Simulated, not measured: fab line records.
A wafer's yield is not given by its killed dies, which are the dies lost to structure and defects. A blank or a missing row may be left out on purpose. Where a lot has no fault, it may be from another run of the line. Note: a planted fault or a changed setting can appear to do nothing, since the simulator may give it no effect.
Matching of chambers + flow nand_harc + NHARC_A_M1_PRE_CLEAN_32 on pecvd-01 has 3 sister chambers
The step time 12 s. 3 wafers are shown with their chamber, then 7 later ones without.

== WAFERS, EACH WITH ITS CHAMBER ==
| wafer  | chamber | heater_power_w (W) |
|--------|---------|--------------------|
| L542.3 | 2       | 653                |
| L545.5 | 1       | 678                |
| L551.4 | 0       | 578                |

== WAFERS WHOSE CHAMBER IS MISSING ==
| wafer  | heater_power_w (W) |
|--------|--------------------|
| L551.5 | 547                |
| L553.1 | 648                |
| L553.4 | 641                |
| L553.6 | 687                |
| L552.4 | 565                |
| L552.5 | 761                |
| L552.6 | 670                |

== THE CHAMBER EACH PASSED THROUGH ==
| wafer  | from the rows above          | in truth                   |
|--------|------------------------------|----------------------------|
| L551.5 | 0                            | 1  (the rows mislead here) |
| L553.1 | can't be placed: 2 or 1 or 0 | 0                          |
| L553.4 | can't be placed: 2 or 1 or 0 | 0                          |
| L553.6 | can't be placed: 1 or 2      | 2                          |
| L552.4 | 0                            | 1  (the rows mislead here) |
| L552.5 | can't be placed: 1 or 2      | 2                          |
| L552.6 | can't be placed: 1 or 2      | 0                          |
Correct placement for 0 of the 7. Can't be placed from these rows: 5 (the true chamber is among the candidates in 4). Wrongly placed: 2.
How it was worked out, from the rows above alone: a wafer's distance from a chamber is the root of the sum, over the readings, of the square of ((its reading less the chamber's mean) divided by the reading's scatter). If the next closest chamber is less than 2 further off than the closest, the wafer can't be placed; otherwise it belongs to the closest. For every chamber, the mean is computed from those of its wafers that are shown. The scatter: root of mean squared gap, hidden wafer to nearest shown wafer, with one shown wafer a chamber.
